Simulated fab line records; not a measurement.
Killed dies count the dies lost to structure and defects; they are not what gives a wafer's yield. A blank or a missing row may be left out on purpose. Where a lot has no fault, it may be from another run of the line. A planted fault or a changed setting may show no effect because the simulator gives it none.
A struck lot beside a sound one + flow n5 finfet + 39 steps out of a route of 1938
Sound: the wafers L476.1, L476.4, L476.5. Struck: wafers L467.4, L467.5, L467.6. The cause comes at the end.
At each step with rows: each side's tool, then ch and its chambers, then its first start. Under that, the readings that differ: sound wafers + struck wafers + difference of the means + sigmas: that difference in standard deviations of wafers without a fault.
alike: a reading whose means differ by less than 2 such deviations, as well as words and numbers matching on both sides. not compared: withheld readings; readings where some wafer has no value; bounds like >300 that might hide an equal value; numbers whose values overlap and for which the record gives no deviation.
The two part at a step that has a row with sigmas, a row that says differs or no value, or rows on one side only. When numbers do not overlap yet have no deviation, they are printed without sigmas and do not part them. A reading that every wafer of one side lacks parts them only if that side has two wafers or more.

first, 9 steps without rows for these wafers: N5_MOL_CONTACT_COAG_PRECLEAN_127 (cleans in DIW, time 57.5 s); N5_MOL_CONTACT_COAG_SRD_128 (dry time 32 s); N5_MOL_CONTACT_COAG_CMP_52 (polishes, stops on SiO2, t overpolish 1.5 s, target thk 66.5 nm); N5_MOL_CONTACT_COAG_ANNEAL_112 (time 1800 s); N5_BEOL_M0_SAQP_PECVD_00 (deposits SiCN from 3MS/NH3, target thk 8 nm, time 14 s); N5_BEOL_M0_SAQP_ILD_DEP_01 (deposits SiOC from DEMS/O2, target thk 45.419 nm, time 8.7 s); N5_BEOL_M0_SAQP_HM_DEP_02 (deposits TiN, target thk 12 nm); N5_BEOL_M0_SAQP_PECVD_03 (deposits SiCN from 3MS/NH3, target thk 12 nm, time 21.1 s); N5_BEOL_M0_SAQP_PECVD_96 (deposits a-Si from SiH4/He, target thk 45 nm, time 45.2 s).
N5_BEOL_M0_SAQP_PECVD_97: deposits SiNx from SiH4/NH3/N2, target thk 23 nm, time 19.9 s.
  sound on pecvd-02 ch 1,2, day 11 00:25; struck on pecvd-03 ch 0,1,2, day 8 18:53
  alike: heater power outer w, heater power w, showerhead plenum p Torr, throttle valve pct
then, 10 steps without rows for these wafers: N5_BEOL_M0_SAQP_PECVD_04 (deposits a-Si from SiH4/He, target thk 60 nm, time 60.2 s); N5_BEOL_M0_SAQP_HM_DEP_111 (deposits SiO2 from SiH4/N2O, target thk 12 nm, time 7.2 s); N5_BEOL_M0_SAQP_COAT_81 (time 60 s, resist thk 100 nm); N5_BEOL_M0_SAQP_COAT_82 (time 60 s, resist thk 30 nm); N5_BEOL_M0_SAQP_COAT_08 (resist thk 90 nm); N5_BEOL_M0_SAQP_EBR_10; N5_BEOL_M0_SAQP_SOFTBAKE_09 (time 60 s); N5_BEOL_M0_SAQP_EXPOSE_11 (exposes mask M0 CORE, target cd 42 nm); N5_BEOL_M0_SAQP_PEB_12 (peb time 60 s); N5_BEOL_M0_SAQP_DEVELOP_13 (develop time 30 s).
N5_BEOL_M0_SAQP_INSPECT_16: inspects for defects (brightfield).
  sound on defect inspect-01, day 11 00:58; struck on defect inspect-02, day 8 19:32
| reading          | sound       | struck         | difference | sigmas |
|------------------|-------------|----------------|------------|--------|
| raw defect count | 320 338 443 | 1516 1557 1697 | +1223      | +12    |
then, 14 steps without rows for these wafers: N5_BEOL_M0_SAQP_DESCUM_19 (chemistry O2, time 7.9 s); N5_BEOL_M0_SAQP_ETCH_83 (etches SiARC in CF4, target depth 39 nm, time 65 s); N5_BEOL_M0_SAQP_ETCH_84 (etches SOC in N2/H2, target depth 100 nm, overetch 20 nm, time 150 s); N5_BEOL_M0_SAQP_STRIP_80 (strips in N2/H2); N5_BEOL_M0_SAQP_HM_OPEN_112 (chemistry CHF3/O2, target SiO2, stops on a-Si, target depth 12 nm, time 13.5 s); N5_BEOL_M0_SAQP_STRIP_113 (strips in CHF3/O2); N5_BEOL_M0_SAQP_MANDREL_ETCH_20 (etches a-Si in HBr/Cl2, stops on SiNx, target depth 60 nm, bt time 10 s, time 30 s); N5_BEOL_M0_SAQP_STRIP_86 (strips in N2/H2); N5_BEOL_M0_SAQP_STRIP_115 (strips in post etch residue remover, time 60 s); N5_BEOL_M0_SAQP_SRD_93 (time 30 s); N5_BEOL_M0_SAQP_RECESS_114 (chemistry HF/NH3, target SiO2, target depth 14.4 nm, afs cycles 3, sublimation time 60 s); N5_BEOL_M0_SAQP_SPACER1_ALD_98 (deposits SiO2, target thk 12.8 nm, pulse time 1 s, purge time 2 s); N5_BEOL_M0_SAQP_SPACER1_ETCHBACK_99 (etches SiO2 in CHF3/O2, target depth 15.4 nm, time 7.7 s); N5_BEOL_M0_SAQP_MANDREL1_REMOVE_100 (chemistry HBr/Cl2/O2, target a-Si, stops on SiNx, bt time 10 s).
N5_BEOL_M0_SAQP_INSPECT_42: inspects for defects (brightfield).
  sound on defect inspect-02, day 11 09:30; struck on defect inspect-02, day 9 00:46
| reading          | sound       | struck         | difference | sigmas |
|------------------|-------------|----------------|------------|--------|
| raw defect count | 189 187 216 | 1461 1285 1483 | +1212      | +16    |
N5_BEOL_M0_CUTY_INSPECT_59: inspects for defects (macro).
  sound on defect inspect-02, day 11 11:34; struck on defect inspect-02, day 9 02:11
| reading          | sound | struck         | difference | sigmas |
|------------------|-------|----------------|------------|--------|
| raw defect count | 3 3 1 | >300 >300 >300 | differs    |        |
-- here the record skips 2 days between the struck wafers' starts before and after, leaving off in module BEOL_M0_CUTY and picking up in module BEOL_M4 (first step shown: number 1111 of the route) --
N5_BEOL_M4_RC_MEAS_101:
  sound on prober-01 ch 0, day 13 17:15; struck on prober-02 ch 0, day 11 07:40
  alike: DIBL_N, DIBL_P, IOFF_N, IOFF_P, ION_N, ION_P, SS_N, SS_P, VT_N, VT_P
-- record jumps: 4 days separate the struck wafers' starts on either side; left off in module BEOL_M4, taken up again in module PASSIVATION, whose first shown step is the route's number 1936 --
N5_PASSIVATION_PROBE_49:
  sound on prober-02, day 18 01:23; struck on prober-02, day 15 12:04
| reading                  | sound          | struck         | difference | sigmas |
|--------------------------|----------------|----------------|------------|--------|
| defect limited yield (%) | 93.8 91.9 91.6 | 78.8 83.5 86.3 | -9.6       | -6     |
| killed_at_M0_to_M3       | 16 34 36       | 185 130 94     | +108       | +10    |
| killed dies              | 73 95 99       | 250 195 162    | +113       | +6     |
| killed on rim            | 9 12 17        | 23 34 32       | +17        | +4     |
| sort_bin_5_function (%)  | 3.6 4.2 4.2    | 13.8 9.8 7.9   | +6.5       | +6     |
| sort n pass              | 1107 1085 1081 | 930 985 1018   | -113       | -6     |
| sort yield pct (%)       | 93.8 91.9 91.6 | 78.8 83.5 86.3 | -9.6       | -6     |
  alike: killed_at_M4_up, killed at contacts, killed at front end, killed at other, killed open, killed short, sort_bin_6_memory

== WHERE THEY PART ==
Last at N5_PASSIVATION_PROBE_49 as far as this record goes, first at N5_BEOL_M0_SAQP_INSPECT_16.

WHY: what the simulator had put in
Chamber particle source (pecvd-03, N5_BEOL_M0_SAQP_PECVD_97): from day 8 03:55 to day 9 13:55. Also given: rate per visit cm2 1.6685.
